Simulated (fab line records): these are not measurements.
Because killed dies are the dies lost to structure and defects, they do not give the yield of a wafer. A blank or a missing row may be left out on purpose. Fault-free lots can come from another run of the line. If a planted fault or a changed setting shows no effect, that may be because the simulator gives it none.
fab line records	flow n5_finfet
record: lots: 7	wafers: 21
route steps=1938 shown BEOL_M5@1145 BEOL_M6@1224 BEOL_M9@1408 BEOL_M11@1539
start_h: start of the lot's first displayed wafer, in hours after the record's first day	wait_h: hours from the lot's prior step to this one	" as in the row above	L1.1+2: a single row standing in for several wafers	- no value, or no start was given	* or withheld: withheld	< > ~ a bound
route shown NAME@n: NAME is a module with steps in the file, n the number in the route of the first one	usual: mean/standard deviation of fault-free wafers	same: alike in all rows	chamber/n: place in a boat	sites: the reading at each site	_std_site: how widely they spread, as a standard deviation	_edge_site: inner sites' mean taken away from outer sites' mean	radius_mm: for every site, how far away it sits from the centre of the wafer	mask NAME#n: copy n	behind: tool/chamber where the wafer was last shaped	hold: why the lot was held/for how many hours/how that ended	device: whichever transistor did not switch (one of n, p or np)	end of line: at the end of the route, the tests of the same wafers	step lacking rows: just its recipe	killed: not the wafer's yield, but the dies lost to structure and defects at the first sort	map: dies across one wafer; x = killed, . = not, _ = none there
set.NAME: the run value of the setting; set.NAME@STEP: its run value at that earlier step	model.NAME: the simulator's own value behind a step, which no gauge read
lots with deliberately changed settings; one table per step, one row per wafer
== steps ==
step: N5_BEOL_M5_EXPOSE_25
recipe: mask_id: V4	na: 0.33	source_shape: quasar	sigma_inner: 0.2	sigma_outer: 0.6	polarization: unpolarized	defocus_nm: 10	dose_mj: 52.75
lot.wafer	tool	chamber	start_h	wait_h	mask	set.dose_mj
L078.2	euv_scanner-02	0	204.47	-	V4#0	52.75
L078.3+5	"	0	"	"	V4#0	54.33
L085.1+4+5	euv_scanner-01	0	234.68	-	V4#0	52.75
L086.1+5+6	euv_scanner-01	0	245.65	-	V4#0	52.75
L092.1	euv_scanner-01	0	272.07	-	V4#0	55.77
L092.4+6	"	0	"	"	V4#0	52.75
L093.2+4+6	euv_scanner-01	0	280.37	-	V4#0	52.75
L094.2+6	euv_scanner-02	0	288.20	-	V4#0	51.35
L094.3	"	0	"	"	V4#0	52.75
L096.1+2+3	euv_scanner-02	0	312.62	-	V4#0	52.75
step: N5_BEOL_M5_PEB_26
recipe: peb_temp_c: 100	peb_time_s: 60	resist: CAR-EUV
step: N5_BEOL_M5_DEVELOP_27
recipe: develop_time_s: 30	developer: TMAH	resist: CAR-EUV	rinse_liquid: surfactant_rinse	dry: air_spin	dev_temp_c: 23
step: N5_BEOL_M5_CD_MEAS_28
recipe: target_cd_nm: 30.6	landing_energy_ev: 500	detector: se_inlens	target_cd_y_nm: 20	polarity: opening
usual: cd_nm: 30.51/0.24
lot.wafer	tool	chamber	start_h	wait_h	set.dose_mj@BEOL_M5_EXPOSE_25	cd_nm
L078.2	cd_sem-03	0	204.60	-	52.75	30.53
L078.3	"	0	"	"	54.33	31.18
L078.5	"	0	"	"	54.33	31.35
L085.1	cd_sem-02	0	234.82	-	52.75	30.23
L085.4	"	0	"	"	52.75	30.56
L085.5	"	0	"	"	52.75	30.14
L086.1	cd_sem-01	0	245.79	-	52.75	30.96
L086.5	"	0	"	"	52.75	30.47
L086.6	"	0	"	"	52.75	30.55
L092.1	cd_sem-02	0	272.20	-	55.77	32.01
L092.4	"	0	"	"	52.75	30.48
L092.6	"	0	"	"	52.75	30.59
L093.2	cd_sem-03	0	280.51	-	52.75	30.61
L093.4	"	0	"	"	52.75	30.44
L093.6	"	0	"	"	52.75	30.77
L094.2	cd_sem-02	0	288.33	-	51.35	29.90
L094.3	"	0	"	"	52.75	30.38
L094.6	"	0	"	"	51.35	29.69
L096.1	cd_sem-03	0	312.75	-	52.75	30.49
L096.2	"	0	"	"	52.75	30.24
L096.3	"	0	"	"	52.75	30.81
step: N5_BEOL_M5_DESCUM_33
recipe: chemistry: O2	time_s: 7	source_power_w: 50	bias_power_w: 20	pressure_mtorr: 20	rf_frequency_hz: 2.712e+07	temp_c: 40	resist: CAR-EUV	o2_flow_sccm: 225
step: N5_BEOL_M5_ETCH_75
recipe: chemistry: N2/H2	target: underlayer	target_depth_a: 65	mask_material: CAR-EUV	time_s: 5.2	ion_energy_ev: 200	pressure_mtorr: 30	source_w: 840	bias_w: 150	n2_flow_sccm: 200	h2_flow_sccm: 200	ends: cleared
step: N5_BEOL_M5_ETCH_67
recipe: chemistry: CF4	target: SiARC	target_depth_a: 156	mask_material: CAR-EUV	time_s: 26	ion_energy_ev: 80	pressure_mtorr: 40	source_w: 545	bias_w: 36	Ar_flow_sccm: 100	cf4_flow_sccm: 100	ends: cleared
lot.wafer	tool	chamber	start_h	wait_h	set.spin_rpm@BEOL_M5_COAT_66	model.etch.depth_nm	model.CAR-EUV_of_BEOL_M5_COAT_22.thk_nm
L078.2	rie_diel-01	0	204.79	0.0	1640	11.52	11.4
L078.3	"	2	"	"	1640	11.55	11.4
L078.5	"	0	"	"	1500	12.04	11
L085.1	rie_diel-04	1	234.99	0.0	1500	11.96	11.2
L085.4	"	0	"	"	1346	12.66	10.6
L085.5	"	2	"	"	1500	11.93	11
L086.1	rie_diel-02	1	245.96	0.0	1500	12.01	11
L086.5	"	2	"	"	1500	12	11.2
L086.6	"	3	"	"	1597	11.64	11.4
L092.1	rie_diel-04	3	272.64	0.0	1500	12.01	11
L092.4	"	1	"	"	1500	12.05	11.2
L092.6	"	3	"	"	1500	12.01	11.2
L093.2	rie_diel-04	2	280.68	0.0	1500	12.06	11.2
L093.4	"	0	"	"	1645	11.48	11.6
L093.6	"	2	"	"	1500	12.05	11.2
L094.2	rie_diel-01	3	288.62	0.0	1500	12.05	11
L094.3	"	1	"	"	1500	12.05	11.2
L094.6	"	0	"	"	1349	12.73	10.4
L096.1	rie_diel-04	0	313.30	0.0	1500	11.97	11
L096.2	"	2	"	"	1500	11.97	11.2
L096.3	"	1	"	"	1500	11.96	11.2
step: N5_BEOL_M6_EXPOSE_25
recipe: mask_id: V5	na: 0.33	source_shape: annular	sigma_inner: 0.4	sigma_outer: 0.8	polarization: unpolarized	target_cd_nm: 40	dose_mj: 45
lot.wafer	tool	chamber	start_h	wait_h	mask	set.dose_mj
L078.2+3+5	euv_scanner-02	0	217.27	-	V5#0	45
L085.1+4+5	euv_scanner-01	0	247.64	-	V5#0	45
L086.1	euv_scanner-02	0	257.23	-	V5#0	45
L086.5+6	"	0	"	"	V5#0	47.48
L092.1+6	euv_scanner-01	0	283.19	-	V5#0	43.68
L092.4	"	0	"	"	V5#0	45
L093.2+6	euv_scanner-01	0	292.75	-	V5#0	46.97
L093.4	"	0	"	"	V5#0	45
L094.2+3+6	euv_scanner-01	0	300.45	-	V5#0	45
L096.1+2+3	euv_scanner-01	0	325.09	-	V5#0	45
step: N5_BEOL_M6_PEB_26
recipe: peb_temp_c: 100	peb_time_s: 60	resist: CAR-EUV
step: N5_BEOL_M6_DEVELOP_27
recipe: develop_time_s: 30	developer: TMAH	resist: CAR-EUV	rinse_liquid: surfactant_rinse	dry: air_spin	dev_temp_c: 23
step: N5_BEOL_M6_CD_MEAS_28
recipe: target_cd_nm: 40	landing_energy_ev: 500	detector: se_inlens
usual: cd_nm: 39.96/0.19
lot.wafer	tool	chamber	start_h	wait_h	set.dose_mj@BEOL_M6_EXPOSE_25	cd_nm
L078.2	cd_sem-03	0	217.40	-	45	39.89
L078.3	"	0	"	"	45	39.77
L078.5	"	0	"	"	45	39.59
L085.1	cd_sem-03	0	247.77	-	45	39.66
L085.4	"	0	"	"	45	39.74
L085.5	"	0	"	"	45	40.07
L086.1	cd_sem-03	0	257.36	-	45	39.89
L086.5	"	0	"	"	47.48	41.15
L086.6	"	0	"	"	47.48	41.30
L092.1	cd_sem-03	0	283.33	-	43.68	39.38
L092.4	"	0	"	"	45	39.91
L092.6	"	0	"	"	43.68	38.81
L093.2	cd_sem-03	0	292.88	-	46.97	40.84
L093.4	"	0	"	"	45	40.00
L093.6	"	0	"	"	46.97	40.84
L094.2	cd_sem-03	0	300.58	-	45	39.78
L094.3	"	0	"	"	45	39.97
L094.6	"	0	"	"	45	40.00
L096.1	cd_sem-03	0	325.23	-	45	39.78
L096.2	"	0	"	"	45	39.95
L096.3	"	0	"	"	45	39.88
step: N5_BEOL_M6_DESCUM_33
recipe: chemistry: O2	time_s: 7	source_power_w: 50	bias_power_w: 20	pressure_mtorr: 20	rf_frequency_hz: 2.712e+07	temp_c: 40	resist: CAR-EUV	o2_flow_sccm: 225
lot.wafer	tool	chamber	start_h	wait_h	set.dose_mj@BEOL_M6_EXPOSE_25	model.BEOL_M6.cd_nm
L078.2	rie_diel-06	1	217.61	0.1	45	39.8
L078.3+5	"	0,2	"	"	45	40
L085.1	rie_diel-05	0	248.03	0.2	45	40.2
L085.4	"	1	"	"	45	39.8
L085.5	"	0	"	"	45	40
L086.1	rie_diel-06	0	257.49	0.0	45	39.8
L086.5	"	1	"	"	47.48	40.8
L086.6	"	2	"	"	47.48	41.2
L092.1	rie_diel-05	0	283.64	0.2	43.68	39.4
L092.4	"	1	"	"	45	40
L092.6	"	2	"	"	43.68	39.2
L093.2+6	rie_diel-06	1,2	293.00	0.0	46.97	41
L093.4	"	0	"	"	45	40
L094.2+3	rie_diel-03	2,0	300.70	0.0	45	40
L094.6	"	1	"	"	45	39.8
L096.1+2	rie_diel-03	1,2	325.35	0.0	45	40.4
L096.3	"	0	"	"	45	40.2
step: N5_BEOL_M6_ETCH_72
recipe: chemistry: N2/H2	target: underlayer	target_depth_a: 65	mask_material: CAR-EUV	time_s: 5.2	ion_energy_ev: 200	pressure_mtorr: 30	source_w: 840	bias_w: 150	n2_flow_sccm: 200	h2_flow_sccm: 200	ends: cleared
lot.wafer	tool	chamber	start_h	wait_h	set.dose_mj@BEOL_M6_EXPOSE_25	model.BEOL_M6.cd_nm
L078.2	rie_diel-06	1	217.64	0.0	45	39.8
L078.3+5	"	0,2	"	"	45	40
L085.1+5	rie_diel-05	0	248.06	0.0	45	40
L085.4	"	1	"	"	45	39.8
L086.1	rie_diel-06	0	257.52	0.0	45	39.8
L086.5	"	1	"	"	47.48	40.6
L086.6	"	2	"	"	47.48	41.2
L092.1	rie_diel-05	0	283.67	0.0	43.68	39.4
L092.4	"	1	"	"	45	40
L092.6	"	2	"	"	43.68	39.2
L093.2+6	rie_diel-06	1,2	293.04	0.0	46.97	41
L093.4	"	0	"	"	45	40
L094.2+3	rie_diel-03	2,0	300.74	0.0	45	40
L094.6	"	1	"	"	45	39.8
L096.1+2	rie_diel-03	1,2	325.38	0.0	45	40.4
L096.3	"	0	"	"	45	40.2
step: N5_BEOL_M6_ETCH_66
recipe: chemistry: N2/H2	target: SOC	target_depth_a: 800	overetch_a: 160	mask_material: SiARC	temp_c: 40	time_s: 120	ion_energy_ev: 200	pressure_mtorr: 30	source_w: 840	bias_w: 150	n2_flow_sccm: 200	h2_flow_sccm: 200
usual: rf_vpp_V: 523.5/2.7
lot.wafer	tool	chamber	start_h	wait_h	set.bias_w	rf_vpp_V	model.SiARC_of_BEOL_M6_COAT_64.thk_nm
L078.2	rie_diel-06	1	217.69	0.0	141.4	505.0	6.8
L078.3	"	0	"	"	141.4	506.5	7
L078.5	"	2	"	"	141.4	509.0	7
L085.1	rie_diel-05	0	248.11	0.0	150	524.0	6.4
L085.4	"	1	"	"	157.2	539.6	6.2
L085.5	"	0	"	"	157.2	537.5	6
L086.1	rie_diel-06	0	257.57	0.0	150	527.0	6.4
L086.5	"	1	"	"	139.7	499.0	6.8
L086.6	"	2	"	"	150	528.1	6.8
L092.1	rie_diel-05	0	283.72	0.0	150	522.7	6.4
L092.4	"	1	"	"	130.7	479.2	7.4
L092.6	"	2	"	"	150	526.3	6.2
L093.2	rie_diel-06	1	293.08	0.0	160.8	547.6	5.8
L093.4	"	0	"	"	160.8	548.0	6
L093.6	"	2	"	"	150	526.8	6.6
L094.2	rie_diel-03	2	300.78	0.0	135.4	486.3	7
L094.3	"	0	"	"	135.4	487.4	7
L094.6	"	1	"	"	150	525.2	6.2
L096.1	rie_diel-03	1	325.43	0.0	150	525.1	6.2
L096.2	"	2	"	"	150	521.1	6.2
L096.3	"	0	"	"	150	522.5	6.4
step: N5_BEOL_M6_DEP_56
recipe: material: SiCN	target_thk_a: 100	temp_c: withheld	precursor: 3MS/NH3	pressure_torr: 3	rf_w: 202	time_s: 17.5
lot.wafer	tool	chamber	start_h	wait_h	set.time_s	model.SiCN_of_BEOL_M6_DEP_56.thk_nm
L078.2	pecvd-02	1	221.83	0.0	17.5	9.6
L078.3	"	2	"	"	17.5	10
L078.5	"	0	"	"	17.5	9.8
L085.1+4	pecvd-02	0,2	251.74	0.0	16.48	9.4
L085.5	"	0	"	"	16.48	9.6
L086.1	pecvd-04	0	261.11	0.0	16.41	9.2
L086.5	"	0	"	"	17.5	10.2
L086.6	"	1	"	"	16.41	9.6
L092.1	pecvd-02	2	287.94	0.0	17.5	10
L092.4	"	2	"	"	17.5	10.2
L092.6	"	1	"	"	15.26	8.6
L093.2+4	pecvd-01	0,1	295.86	0.0	17.5	10
L093.6	"	2	"	"	17.5	9.8
L094.2+6	pecvd-02	0,1	303.38	0.0	15.79	8.8
L094.3	"	2	"	"	17.5	9.8
L096.1+2	pecvd-01	1,2	328.77	0.0	17.5	9.4
L096.3	"	0	"	"	17.5	9.8
step: N5_BEOL_M9_COAT_05
recipe: resist: CAR-ArF	spin_rpm: 1500	resist_thk_nm: 90
lot.wafer	tool	chamber	start_h	wait_h	set.spin_rpm	model.CAR-ArF_of_BEOL_M9_COAT_05.thk_nm
L078.2	litho_track-04	0	-	-	1595	87.4
L078.3	"	0	"	"	1595	87.2
L078.5	"	0	"	"	1500	89.6
L085.1+4	litho_track-01	0	-	-	1500	90
L085.5	"	0	"	"	1588	87.6
L086.1	litho_track-04	0	-	-	1500	90.2
L086.5	"	0	"	"	1500	90
L086.6	"	0	"	"	1562	88.2
L092.1+4	litho_track-01	0	-	-	1500	89.8
L092.6	"	0	"	"	1500	90
L093.2+4	litho_track-04	0	-	-	1500	89.8
L093.6	"	0	"	"	1500	89.6
L094.2+3	litho_track-04	0	-	-	1357	94.6
L094.6	"	0	"	"	1500	89.8
L096.1	litho_track-02	0	-	-	1500	90.4
L096.2+3	"	0	"	"	1500	90.2
step: N5_BEOL_M9_DESCUM_16
recipe: chemistry: O2	time_s: 7.9	source_power_w: 50	bias_power_w: 20	pressure_mtorr: 20	rf_frequency_hz: 2.712e+07	temp_c: 40	resist: CAR-ArF	o2_flow_sccm: 225
lot.wafer	tool	chamber	start_h	wait_h	set.time_s	set.spin_rpm@BEOL_M9_COAT_05	model.CAR-ArF_of_BEOL_M9_COAT_05.thk_nm
L078.2	rie_diel-02	0	240.25	0.0	9.208	1595	80
L078.3	"	1	"	"	7.9	1595	80.6
L078.5	"	0	"	"	9.208	1500	82.2
L085.1	rie_diel-01	0	270.45	0.0	6.274	1500	84.4
L085.4	"	2	"	"	7.9	1500	83.4
L085.5	"	3	"	"	7.9	1588	81
L086.1	rie_diel-04	1	282.05	0.0	7.9	1500	83.6
L086.5	"	2	"	"	9.056	1500	82.6
L086.6	"	1	"	"	9.056	1562	81
L092.1+4	rie_diel-02	0,1	306.77	0.0	7.9	1500	83.2
L092.6	"	3	"	"	7.9	1500	83.6
L093.2	rie_diel-02	3	313.94	0.3	7.9	1500	83.2
L093.4	"	3	"	"	8.652	1500	82.8
L093.6	"	1	"	"	8.652	1500	82.6
L094.2	rie_diel-04	3	321.42	0.0	7.9	1357	88
L094.3	"	2	"	"	6.308	1357	89
L094.6	"	3	"	"	6.308	1500	84.2
L096.1	rie_diel-01	2	345.33	0.1	7.9	1500	83.8
L096.2	"	3	"	"	7.9	1500	83.4
L096.3	"	1	"	"	7.9	1500	83.6
step: N5_BEOL_M9_ETCH_61
recipe: chemistry: CF4	target: SiARC	target_depth_a: 390	mask_material: CAR-ArF	time_s: 65	ion_energy_ev: 80	pressure_mtorr: 40	source_w: 545	bias_w: 36	Ar_flow_sccm: 100	cf4_flow_sccm: 100	ends: cleared
lot.wafer	tool	chamber	start_h	wait_h	set.spin_rpm@BEOL_M9_COAT_05	model.CAR-ArF_of_BEOL_M9_COAT_05.thk_nm
L078.2	rie_diel-02	0	240.29	0.0	1595	52.2
L078.3	"	1	"	"	1595	52.8
L078.5	"	0	"	"	1500	54.4
L085.1	rie_diel-01	0	270.49	0.0	1500	56.4
L085.4	"	2	"	"	1500	55.4
L085.5	"	3	"	"	1588	53.2
L086.1	rie_diel-04	1	282.09	0.0	1500	55.6
L086.5	"	2	"	"	1500	54.8
L086.6	"	1	"	"	1562	53
L092.1+4	rie_diel-02	0,1	306.80	0.0	1500	55.2
L092.6	"	3	"	"	1500	55.4
L093.2	rie_diel-02	3	313.98	0.0	1500	55.2
L093.4	"	3	"	"	1500	54.8
L093.6	"	1	"	"	1500	54.6
L094.2	rie_diel-04	3	321.45	0.0	1357	60.2
L094.3	"	2	"	"	1357	61
L094.6	"	3	"	"	1500	56.4
L096.1	rie_diel-01	2	345.37	0.0	1500	55.8
L096.2+3	"	3,1	"	"	1500	55.6
step: N5_BEOL_M11_PECVD_70
recipe: material: SiO2	target_thk_a: 200	temp_c: 400	precursor: TEOS/O2	pressure_torr: 5.5	rf_w: 450	teos_flow_sccm: 53.8	gas: O2	flow_sccm: 3000	time_s: 22.7
lot.wafer	tool	chamber	start_h	wait_h	set.time_s	model.SiO2_of_BEOL_M11_PECVD_70.thk_nm
L078.2	pecvd-03	2	254.05	0.0	22.7	19.2
L078.3	"	1	"	"	21.66	18.8
L078.5	"	1	"	"	21.66	19
L085.1	pecvd-01	0	285.46	0.0	22.7	20.2
L085.4	"	2	"	"	22.7	19.8
L085.5	"	0	"	"	22.7	20.8
L086.1+5	pecvd-01	1	297.66	0.0	22.7	19.8
L086.6	"	0	"	"	19.7	17.6
L092.1+6	pecvd-01	1	319.17	0.0	22.7	19.8
L092.4	"	1	"	"	22.7	20
L093.2	pecvd-03	2	329.80	0.0	22.7	19.4
L093.4	"	0	"	"	22.7	20.4
L093.6	"	2	"	"	22.7	19.8
L094.2	pecvd-01	1	338.19	0.0	22.7	20
L094.3	"	2	"	"	26.08	22.4
L094.6	"	2	"	"	22.7	20.2
L096.1	pecvd-03	2	361.18	0.0	22.7	19.2
L096.2	"	0	"	"	22.7	19.8
L096.3	"	1	"	"	22.7	19.6
step: N5_BEOL_M11_EXPOSE_08
recipe: mask_id: M11	na: 1.35	source_shape: dipole	sigma_inner: 0.411	sigma_outer: 0.611	polarization: te	dose_mj: 53.75
lot.wafer	tool	chamber	start_h	wait_h	mask	set.dose_mj
L078.2+3+5	arfi_scanner-01	0	254.87	-	M11#0	53.75
L085.1+4	arfi_scanner-03	0	287.00	-	M11#0	53.75
L085.5	"	0	"	"	M11#0	55.4
L086.1+6	arfi_scanner-03	0	297.97	-	M11#0	53.75
L086.5	"	0	"	"	M11#0	54.89
L092.1+4	arfi_scanner-02	0	321.30	-	M11#0	50.03
L092.6	"	0	"	"	M11#0	53.75
L093.2+6	arfi_scanner-03	0	331.84	-	M11#0	51.21
L093.4	"	0	"	"	M11#0	53.75
L094.2	arfi_scanner-03	0	338.56	-	M11#0	54.81
L094.3+6	"	0	"	"	M11#0	53.75
L096.1+2+3	arfi_scanner-03	0	363.36	-	M11#0	53.75
step: N5_BEOL_M11_PEB_09
recipe: peb_temp_c: withheld	peb_time_s: 60	resist: CAR-ArF
step: N5_BEOL_M11_DEVELOP_10
recipe: develop_time_s: 30	developer: TMAH	resist: CAR-ArF	rinse_liquid: diw	dry: air_spin	dev_temp_c: 23
step: N5_BEOL_M11_CD_MEAS_11
recipe: target_cd_nm: 64.1	landing_energy_ev: 500	detector: se_inlens	polarity: opening
usual: cd_nm: 64.5/0.58
lot.wafer	tool	chamber	start_h	wait_h	set.dose_mj@BEOL_M11_EXPOSE_08	cd_nm
L078.2	cd_sem-03	0	254.99	-	53.75	64.1
L078.3	"	0	"	"	53.75	64.3
L078.5	"	0	"	"	53.75	65.2
L085.1	cd_sem-03	0	287.13	-	53.75	64.4
L085.4	"	0	"	"	53.75	64.9
L085.5	"	0	"	"	55.4	66.2
L086.1	cd_sem-02	0	298.09	-	53.75	65.0
L086.5	"	0	"	"	54.89	66.1
L086.6	"	0	"	"	53.75	64.1
L092.1	cd_sem-03	0	321.43	-	50.03	60.7
L092.4	"	0	"	"	50.03	59.7
L092.6	"	0	"	"	53.75	64.0
L093.2	cd_sem-02	0	331.96	-	51.21	62.1
L093.4	"	0	"	"	53.75	64.5
L093.6	"	0	"	"	51.21	62.2
L094.2	cd_sem-01	0	338.68	-	54.81	64.2
L094.3	"	0	"	"	53.75	63.9
L094.6	"	0	"	"	53.75	64.3
L096.1	cd_sem-03	0	363.49	-	53.75	65.7
L096.2	"	0	"	"	53.75	65.1
L096.3	"	0	"	"	53.75	64.2
== key ==
split: step: N5_BEOL_M5_EXPOSE_25	setting: dose_mj	stated: 52.75	by: wafer
response: step: N5_BEOL_M5_CD_MEAS_28	reading: cd_nm	change: +0.25	per: 1%	r: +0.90
split: step: N5_BEOL_M6_EXPOSE_25	setting: dose_mj	stated: 45	by: wafer
response: step: N5_BEOL_M6_CD_MEAS_28	reading: cd_nm	change: +0.231	per: 1%	r: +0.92
response: step: N5_BEOL_M6_DESCUM_33	reading: model.BEOL_M6.cd_nm	change: +0.224	per: 1%	r: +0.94
response: step: N5_BEOL_M6_ETCH_72	reading: model.BEOL_M6.cd_nm	change: +0.215	per: 1%	r: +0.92
split: step: N5_BEOL_M6_ETCH_66	setting: bias_w	stated: 150	by: wafer
response: step: N5_BEOL_M6_ETCH_66	reading: rf_vpp_V	change: +3.6	per: 1%	r: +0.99
response: step: N5_BEOL_M6_ETCH_66	reading: model.SiARC_of_BEOL_M6_COAT_64.thk_nm	change: -0.0779	per: 1%	r: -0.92
split: step: N5_BEOL_M6_DEP_56	setting: time_s	stated: 17.5	by: wafer
response: step: N5_BEOL_M6_DEP_56	reading: model.SiCN_of_BEOL_M6_DEP_56.thk_nm	change: +0.114	per: 1%	r: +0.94
split: step: N5_BEOL_M9_COAT_05	setting: spin_rpm	stated: 1500	by: wafer
response: step: N5_BEOL_M9_COAT_05	reading: model.CAR-ArF_of_BEOL_M9_COAT_05.thk_nm	change: -0.451	per: 1%	r: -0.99
response: step: N5_BEOL_M9_DESCUM_16	reading: model.CAR-ArF_of_BEOL_M9_COAT_05.thk_nm	change: -0.431	per: 1%	r: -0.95
response: step: N5_BEOL_M9_ETCH_61	reading: model.CAR-ArF_of_BEOL_M9_COAT_05.thk_nm	change: -0.422	per: 1%	r: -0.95
split: step: N5_BEOL_M9_DESCUM_16	setting: time_s	stated: 7.9	by: wafer
response none clear
split: step: N5_BEOL_M11_PECVD_70	setting: time_s	stated: 22.7	by: wafer
response: step: N5_BEOL_M11_PECVD_70	reading: model.SiO2_of_BEOL_M11_PECVD_70.thk_nm	change: +0.155	per: 1%	r: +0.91
split: step: N5_BEOL_M11_EXPOSE_08	setting: dose_mj	stated: 53.75	by: wafer
response: step: N5_BEOL_M11_CD_MEAS_11	reading: cd_nm	change: +0.524	per: 1%	r: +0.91
split outside_this_file step=N5_BEOL_M5_COAT_66 setting=spin_rpm
split outside_this_file: this setting was split too, and the file shows its column; the key of that split is in another file
